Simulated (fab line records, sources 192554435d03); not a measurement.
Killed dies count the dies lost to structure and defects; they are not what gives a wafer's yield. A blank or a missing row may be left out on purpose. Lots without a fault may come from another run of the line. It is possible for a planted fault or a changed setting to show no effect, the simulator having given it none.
Split-lot trial | flow n5-finfet | route with 1938 steps; 7 lots, 21 wafers read

== THE SPLIT ==
At N5_BEOL_M10_PEB_26 (peb time 60 s), the setting peb-time-s was moved away from the recipe's 60 s on 8 of the 21 wafers read, by -22.0% to +11.2%. The other wafers ran this setting at the recipe's value.

== THE PATH FROM SPLIT TO READING: the file shows 1 step between them ==
- N5_BEOL_M10_DEVELOP_27: develop time 30 s

== THE READING ==
cd-nm at N5_BEOL_M10_CD_MEAS_28, given in nm (cd target 70 nm). On this fab line, fault-free wafers typically give 70.1 nm with a standard deviation of 1.1 nm.

wafer  | tool, chamber at the split | peb-time-s as run, s | against the recipe | cd-nm, nm | against lot-mates on the recipe
L079.3 | litho-track-03, 0          | 60                   | recipe             | 71.2      | -
L079.4 | litho-track-03, 0          | 60                   | recipe             | 70.9      | -
L079.6 | litho-track-03, 0          | 60                   | recipe             | 72.6      | -
L075.2 | litho-track-03, 0          | 46.82                | -22.0%             | 58.2      | no lot-mate on the recipe
L075.3 | litho-track-03, 0          | 46.82                | -22.0%             | 57.7      | no lot-mate on the recipe
L075.6 | litho-track-03, 0          | 46.82                | -22.0%             | 57.8      | no lot-mate on the recipe
L081.1 | litho-track-02, 0          | 60                   | recipe             | 70.6      | -
L081.2 | litho-track-02, 0          | 60                   | recipe             | 69.3      | -
L081.4 | litho-track-02, 0          | 60                   | recipe             | 71.7      | -
L088.1 | litho-track-03, 0          | 60                   | recipe             | 67.7      | -
L088.2 | litho-track-03, 0          | 60                   | recipe             | 70.4      | -
L088.4 | litho-track-03, 0          | 60                   | recipe             | 70.0      | -
L091.2 | litho-track-03, 0          | 49.22                | -18.0%             | 60.1      | -9.6
L091.4 | litho-track-03, 0          | 49.22                | -18.0%             | 62.2      | -7.5
L091.6 | litho-track-03, 0          | 60                   | recipe             | 69.7      | -
L095.1 | litho-track-02, 0          | 60                   | recipe             | 69.8      | -
L095.3 | litho-track-02, 0          | 60                   | recipe             | 69.1      | -
L095.4 | litho-track-02, 0          | 66.73                | +11.2%             | 73.0      | +3.6
L096.4 | litho-track-02, 0          | 50.79                | -15.3%             | 62.6      | -8.4
L096.5 | litho-track-02, 0          | 60                   | recipe             | 71.0      | -
L096.6 | litho-track-02, 0          | 50.79                | -15.3%             | 62.9      | -8.1

THE FIT
A straight line over all 21 wafers: cd-nm changes by +0.511 nm for each +1% of peb-time-s; r = +0.97; the points scatter about the line by 1.3 nm.
The same after taking each lot's own level away (the mean of its wafers on the recipe; 18 wafers): +0.474 nm for each +1%; r = +0.97; scatter 0.98 nm.
Per that fit: largest peb-time-s move, reading shift of 10 nm.
Measured against the standard deviation above, the lots' own levels, which go from 69.37 to 71.57 nm, span 2.0 times it.
The two slopes agree, so the slope changes little with the lot-to-lot level.
Check: -8.41 nm against its lot-mates is what the line predicts for one of the wafers moved furthest among these (-18.0%) when that wafer is left out of the fit. Against them it came out at -9.6 nm.

== THE OTHER SPLITS THESE WAFERS WENT THROUGH ==
These wafers also went through other splits before the reading. Each is held against what the fit with the lots' levels taken away leaves over:
other split on the same wafers | wafers away from the commonest value | r with cd-nm (lot level and that fit taken away)
N5_BEOL_M8_PEB_09 peb-time-s   | 5                                    | -0.22

== FILE'S OWN FIT ==
cd-nm changes by +0.469 nm for each +1% of peb-time-s, r = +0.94.
